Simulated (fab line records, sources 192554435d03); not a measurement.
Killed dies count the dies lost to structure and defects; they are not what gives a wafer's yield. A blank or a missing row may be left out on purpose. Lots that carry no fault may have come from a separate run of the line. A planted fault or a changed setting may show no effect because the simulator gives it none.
Matching of chambers || flow n5Finfet || 3 sister chambers for N5_BEOL_M13_DEP_53 on pecvd-02
The step deposits SiCN from 3MS/NH3, target thk 50 nm, time 17.8 s. 3 wafers are shown with their chamber, then 11 later ones without.

== WAFERS PAIRED WITH THEIR CHAMBERS ==
{"wafer": "L084.3", "chamber": 1, "throttleValvePct (%)": 18.8}
{"wafer": "L084.5", "chamber": 2, "throttleValvePct (%)": 16.6}
{"wafer": "L086.2", "chamber": 0, "throttleValvePct (%)": 18.9}

== WAFERS WITHOUT THEIR CHAMBER ==
{"wafer": "L086.5", "throttleValvePct (%)": 19.0}
{"wafer": "L086.6", "throttleValvePct (%)": 19.0}
{"wafer": "L095.1", "throttleValvePct (%)": 19.1}
{"wafer": "L095.4", "throttleValvePct (%)": 18.9}
{"wafer": "L095.5", "throttleValvePct (%)": 19.4}
{"wafer": "L094.1", "throttleValvePct (%)": 19.1}
{"wafer": "L094.2", "throttleValvePct (%)": 18.8}
{"wafer": "L094.4", "throttleValvePct (%)": 16.8}
{"wafer": "L096.1", "throttleValvePct (%)": 19.2}
{"wafer": "L096.2", "throttleValvePct (%)": 19.1}
{"wafer": "L096.3", "throttleValvePct (%)": 16.8}

== CHAMBER TAKEN BY EACH ==
{"wafer": "L086.5", "from the rows above": "can't be placed: 0 or 1", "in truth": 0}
{"wafer": "L086.6", "from the rows above": "can't be placed: 0 or 1", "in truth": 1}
{"wafer": "L095.1", "from the rows above": "can't be placed: 0 or 1", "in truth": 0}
{"wafer": "L095.4", "from the rows above": "can't be placed: 0 or 1", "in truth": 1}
{"wafer": "L095.5", "from the rows above": "can't be placed: 0 or 1", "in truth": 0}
{"wafer": "L094.1", "from the rows above": "can't be placed: 0 or 1", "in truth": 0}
{"wafer": "L094.2", "from the rows above": "can't be placed: 1 or 0", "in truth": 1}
{"wafer": "L094.4", "from the rows above": 2, "in truth": 2}
{"wafer": "L096.1", "from the rows above": "can't be placed: 0 or 1", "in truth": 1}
{"wafer": "L096.2", "from the rows above": "can't be placed: 0 or 1", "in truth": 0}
{"wafer": "L096.3", "from the rows above": 2, "in truth": 2}
Correctly placed: 2 of 11. These rows do not allow placing 9 (true chamber among the candidates in 9). Wrongly placed: 0.
How it was worked out, from the rows above alone: a wafer's distance from a chamber is the root of the sum, over the readings, of the square of ((its reading less the chamber's mean) divided by the reading's scatter). The wafer belongs to the nearest chamber; if the next one is less than 2 further off, it can't be placed. A chamber's mean is the mean of its shown wafers. The scatter: with one shown wafer a chamber, the root of the mean of the squares of how far each hidden wafer lies from its nearest shown one.
